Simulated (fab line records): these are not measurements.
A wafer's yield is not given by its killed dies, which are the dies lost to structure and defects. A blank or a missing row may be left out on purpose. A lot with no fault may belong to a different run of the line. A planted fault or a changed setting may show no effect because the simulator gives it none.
Which tool did it? / flow nand_harc / 72 wafers from 24 lots sampled at 2 of the route's 1159 steps

WHAT EACH GAUGE READ, for each wafer
NHARC_A_CONTACT_CD_MEAS_15. Usual: cd_nm at 89.9 nm, with a standard deviation of 0.53.
lot=L074; measured=day 17 15:22; on=cd_sem-01; cd_nm (nm)=90.1 89.6 90.1; flag=
lot=L075; measured=day 17 16:55; on=cd_sem-02; cd_nm (nm)=90.3 89.8 90.4; flag=
lot=L077; measured=day 17 19:49; on=cd_sem-01; cd_nm (nm)=89.7 90.3 90.0; flag=
lot=L076; measured=day 17 20:04; on=cd_sem-01; cd_nm (nm)=91.3 90.9 90.5; flag=
lot=L078; measured=day 18 07:23; on=cd_sem-03; cd_nm (nm)=89.9 90.3 89.8; flag=
lot=L081; measured=day 18 19:52; on=cd_sem-03; cd_nm (nm)=90.3 89.5 90.2; flag=
lot=L080; measured=day 18 21:22; on=cd_sem-03; cd_nm (nm)=90.3 89.7 89.6; flag=
lot=L079; measured=day 19 03:02; on=cd_sem-01; cd_nm (nm)=90.4 90.1 90.3; flag=
lot=L083; measured=day 19 08:34; on=cd_sem-02; cd_nm (nm)=89.9 89.7 89.7; flag=
lot=L082; measured=day 19 09:44; on=cd_sem-02; cd_nm (nm)=90.4 90.3 90.9; flag=
lot=L084; measured=day 19 20:35; on=cd_sem-02; cd_nm (nm)=90.2 90.1 90.8; flag=
lot=L085; measured=day 20 00:23; on=cd_sem-02; cd_nm (nm)=91.4 90.4 90.7; flag=
lot=L088; measured=day 20 01:58; on=cd_sem-02; cd_nm (nm)=89.6 89.5 90.1; flag=
lot=L087; measured=day 20 11:13; on=cd_sem-03; cd_nm (nm)=89.7 90.3 89.7; flag=
lot=L086; measured=day 20 11:57; on=cd_sem-01; cd_nm (nm)=88.9 89.5 88.4; flag=
lot=L090; measured=day 21 10:20; on=cd_sem-03; cd_nm (nm)=90.2 89.7 90.5; flag=
lot=L089; measured=day 21 10:35; on=cd_sem-03; cd_nm (nm)=90.0 90.3 89.9; flag=
lot=L091; measured=day 21 21:25; on=cd_sem-01; cd_nm (nm)=89.7 89.9 89.9; flag=
lot=L094; measured=day 22 03:55; on=cd_sem-02; cd_nm (nm)=89.6 89.8 89.6; flag=
lot=L092; measured=day 22 05:35; on=cd_sem-03; cd_nm (nm)=89.8 89.4 89.2; flag=
lot=L093; measured=day 22 09:51; on=cd_sem-01; cd_nm (nm)=89.5 89.2 90.1; flag=
lot=L096; measured=day 22 13:50; on=cd_sem-02; cd_nm (nm)=89.4 89.2 89.3; flag=
lot=L097; measured=day 22 14:46; on=cd_sem-01; cd_nm (nm)=89.6 88.9 89.6; flag=
lot=L095; measured=day 22 19:10; on=cd_sem-01; cd_nm (nm)=89.5 89.2 88.9; flag=

WHAT TOOL EACH LOT RAN ON (gives the tool, then ch and the chambers of the sampled wafers, and finally the start)
lot=L074; NHARC_A_CONTACT_ETCH_98=rie_diel-04 ch 0,1,2, day 17 15:17
lot=L075; NHARC_A_CONTACT_ETCH_98=rie_diel-04 ch 0,1,2, day 17 16:55 or earlier
lot=L077; NHARC_A_CONTACT_ETCH_98=rie_diel-05 ch 1,2,3, day 17 19:49 or earlier
lot=L076; NHARC_A_CONTACT_ETCH_98=rie_diel-05 ch 2,3, day 17 20:04 or earlier
lot=L078; NHARC_A_CONTACT_ETCH_98=rie_diel-04 ch 0,1,3, day 18 07:17
lot=L081; NHARC_A_CONTACT_ETCH_98=rie_diel-04 ch 1,2,3, day 18 19:52 or earlier
lot=L080; NHARC_A_CONTACT_ETCH_98=rie_diel-02 ch 2,3, day 18 21:22 or earlier
lot=L079; NHARC_A_CONTACT_ETCH_98=rie_diel-05 ch 1,2,3, day 19 03:02 or earlier
lot=L083; NHARC_A_CONTACT_ETCH_98=rie_diel-05 ch 1,2,3, day 19 08:34 or earlier
lot=L082; NHARC_A_CONTACT_ETCH_98=rie_diel-02 ch 0,1,2, day 19 09:44 or earlier
lot=L084; NHARC_A_CONTACT_ETCH_98=rie_diel-04 ch 1,3, day 19 20:35 or earlier
lot=L085; NHARC_A_CONTACT_ETCH_98=rie_diel-02 ch 0,2,3, day 20 00:23 or earlier
lot=L088; NHARC_A_CONTACT_ETCH_98=rie_diel-04 ch 0,1,3, day 20 01:58 or earlier
lot=L087; NHARC_A_CONTACT_ETCH_98=rie_diel-05 ch 0,1,2, day 20 11:13 or earlier
lot=L086; NHARC_A_CONTACT_ETCH_98=rie_diel-05 ch 0,1,3, day 20 11:57 or earlier
lot=L090; NHARC_A_CONTACT_ETCH_98=rie_diel-05 ch 0,2,3, day 21 10:20 or earlier
lot=L089; NHARC_A_CONTACT_ETCH_98=rie_diel-04 ch 0,2,3, day 21 10:35 or earlier
lot=L091; NHARC_A_CONTACT_ETCH_98=rie_diel-05 ch 0,2,3, day 21 21:25 or earlier
lot=L094; NHARC_A_CONTACT_ETCH_98=rie_diel-05 ch 2,3, day 22 03:55 or earlier
lot=L092; NHARC_A_CONTACT_ETCH_98=rie_diel-05 ch 0,1,3, day 22 05:35 or earlier
lot=L093; NHARC_A_CONTACT_ETCH_98=rie_diel-04 ch 0,3, day 22 09:51 or earlier
lot=L096; NHARC_A_CONTACT_ETCH_98=rie_diel-04 ch 1,3, day 22 13:50 or earlier
lot=L097; NHARC_A_CONTACT_ETCH_98=rie_diel-04 ch 0,1,3, day 22 14:46 or earlier
lot=L095; NHARC_A_CONTACT_ETCH_98=rie_diel-02 ch 0,1,2, day 22 19:10 or earlier
- NHARC_A_CONTACT_ETCH_98: etches the open film in C4F6/O2, target depth 20 nm, time 10 s.

AS READ BY THE TOOLS THEMSELVES (means over the sampled wafers that have a number; for cases with no such wafer, the mark the record gives instead)
NHARC_A_CONTACT_ETCH_98. Usual: drypump_motor_current_A 5.8 A, standard deviation 0.55; oes_product_au 0.962 a.u., standard deviation 0.022; rf_vpp_V 546 V, standard deviation 3.2; showerhead_plenum_p_Torr 3.89 Torr, standard deviation 0.15; throttle_valve_pct 26.903 %, standard deviation 0.0096.
lot=L074; tool=rie_diel-04; drypump_motor_current_A (A)=5.7; oes_product_au (a.u.)=0.950; rf_vpp_V (V)=547; showerhead_plenum_p_Torr (Torr)=3.93; throttle_valve_pct (%)=26.904; flag=
lot=L075; tool=rie_diel-04; drypump_motor_current_A (A)=5.6; oes_product_au (a.u.)=0.941; rf_vpp_V (V)=547; showerhead_plenum_p_Torr (Torr)=3.93; throttle_valve_pct (%)=26.902; flag=
lot=L077; tool=rie_diel-05; drypump_motor_current_A (A)=6.2; oes_product_au (a.u.)=0.949; rf_vpp_V (V)=547; showerhead_plenum_p_Torr (Torr)=3.96; throttle_valve_pct (%)=26.906; flag=
lot=L076; tool=rie_diel-05; drypump_motor_current_A (A)=6.5; oes_product_au (a.u.)=0.960; rf_vpp_V (V)=546; showerhead_plenum_p_Torr (Torr)=3.95; throttle_valve_pct (%)=26.910; flag=
lot=L078; tool=rie_diel-04; drypump_motor_current_A (A)=5.5; oes_product_au (a.u.)=0.948; rf_vpp_V (V)=545; showerhead_plenum_p_Torr (Torr)=3.79; throttle_valve_pct (%)=26.892; flag=
lot=L081; tool=rie_diel-04; drypump_motor_current_A (A)=5.1; oes_product_au (a.u.)=0.957; rf_vpp_V (V)=545; showerhead_plenum_p_Torr (Torr)=3.84; throttle_valve_pct (%)=26.899; flag=
lot=L080; tool=rie_diel-02; drypump_motor_current_A (A)=6.0; oes_product_au (a.u.)=0.943; rf_vpp_V (V)=542; showerhead_plenum_p_Torr (Torr)=3.72; throttle_valve_pct (%)=26.910; flag=
lot=L079; tool=rie_diel-05; drypump_motor_current_A (A)=6.3; oes_product_au (a.u.)=1.007; rf_vpp_V (V)=548; showerhead_plenum_p_Torr (Torr)=3.95; throttle_valve_pct (%)=26.909; flag=
lot=L083; tool=rie_diel-05; drypump_motor_current_A (A)=6.3; oes_product_au (a.u.)=0.953; rf_vpp_V (V)=548; showerhead_plenum_p_Torr (Torr)=3.95; throttle_valve_pct (%)=26.901; flag=
lot=L082; tool=rie_diel-02; drypump_motor_current_A (A)=5.8; oes_product_au (a.u.)=0.957; rf_vpp_V (V)=543; showerhead_plenum_p_Torr (Torr)=3.72; throttle_valve_pct (%)=26.901; flag=
lot=L084; tool=rie_diel-04; drypump_motor_current_A (A)=5.0; oes_product_au (a.u.)=1.007; rf_vpp_V (V)=543; showerhead_plenum_p_Torr (Torr)=3.71; throttle_valve_pct (%)=26.903; flag=
lot=L085; tool=rie_diel-02; drypump_motor_current_A (A)=5.8; oes_product_au (a.u.)=0.947; rf_vpp_V (V)=543; showerhead_plenum_p_Torr (Torr)=3.72; throttle_valve_pct (%)=26.910; flag=
lot=L088; tool=rie_diel-04; drypump_motor_current_A (A)=5.5; oes_product_au (a.u.)=0.946; rf_vpp_V (V)=545; showerhead_plenum_p_Torr (Torr)=3.79; throttle_valve_pct (%)=26.901; flag=
lot=L087; tool=rie_diel-05; drypump_motor_current_A (A)=6.0; oes_product_au (a.u.)=0.997; rf_vpp_V (V)=548; showerhead_plenum_p_Torr (Torr)=3.96; throttle_valve_pct (%)=26.911; flag=
lot=L086; tool=rie_diel-05; drypump_motor_current_A (A)=6.1; oes_product_au (a.u.)=0.962; rf_vpp_V (V)=547; showerhead_plenum_p_Torr (Torr)=3.90; throttle_valve_pct (%)=26.908; flag=
lot=L090; tool=rie_diel-05; drypump_motor_current_A (A)=6.2; oes_product_au (a.u.)=0.997; rf_vpp_V (V)=547; showerhead_plenum_p_Torr (Torr)=3.96; throttle_valve_pct (%)=26.892; flag=
lot=L089; tool=rie_diel-04; drypump_motor_current_A (A)=5.5; oes_product_au (a.u.)=0.948; rf_vpp_V (V)=546; showerhead_plenum_p_Torr (Torr)=3.90; throttle_valve_pct (%)=26.906; flag=
lot=L091; tool=rie_diel-05; drypump_motor_current_A (A)=6.2; oes_product_au (a.u.)=0.993; rf_vpp_V (V)=547; showerhead_plenum_p_Torr (Torr)=3.96; throttle_valve_pct (%)=26.903; flag=
lot=L094; tool=rie_diel-05; drypump_motor_current_A (A)=6.5; oes_product_au (a.u.)=0.957; rf_vpp_V (V)=546; showerhead_plenum_p_Torr (Torr)=3.93; throttle_valve_pct (%)=26.902; flag=
lot=L092; tool=rie_diel-05; drypump_motor_current_A (A)=6.1; oes_product_au (a.u.)=0.962; rf_vpp_V (V)=546; showerhead_plenum_p_Torr (Torr)=3.89; throttle_valve_pct (%)=26.905; flag=
lot=L093; tool=rie_diel-04; drypump_motor_current_A (A)=5.4; oes_product_au (a.u.)=0.971; rf_vpp_V (V)=545; showerhead_plenum_p_Torr (Torr)=3.77; throttle_valve_pct (%)=26.902; flag=
lot=L096; tool=rie_diel-04; drypump_motor_current_A (A)=5.1; oes_product_au (a.u.)=0.949; rf_vpp_V (V)=542; showerhead_plenum_p_Torr (Torr)=3.71; throttle_valve_pct (%)=26.902; flag=
lot=L097; tool=rie_diel-04; drypump_motor_current_A (A)=5.5; oes_product_au (a.u.)=0.945; rf_vpp_V (V)=544; showerhead_plenum_p_Torr (Torr)=3.78; throttle_valve_pct (%)=26.908; flag=
lot=L095; tool=rie_diel-02; drypump_motor_current_A (A)=5.8; oes_product_au (a.u.)=0.946; rf_vpp_V (V)=549; showerhead_plenum_p_Torr (Torr)=4.09; throttle_valve_pct (%)=26.912; flag=

THE ANSWER, worked out from the rows above alone
Rule: lot off if the mean of its wafers having a number is beyond 3 standard deviations from the usual mean. A lot without any number at a reading at which 4 lots or more have one is off too. The other lots that the step has rows for count as sound. The gauges are gone through in route order, then the tools' own readings, and for those a lot's mean is taken as printed above. At the first step where some lot is off, the reading lying furthest off is the one used; lots without a number count as furthest.
No lot is off at any reading shown: from this, nothing can be told.

WHAT HAD BEEN PUT IN BY THE SIMULATOR
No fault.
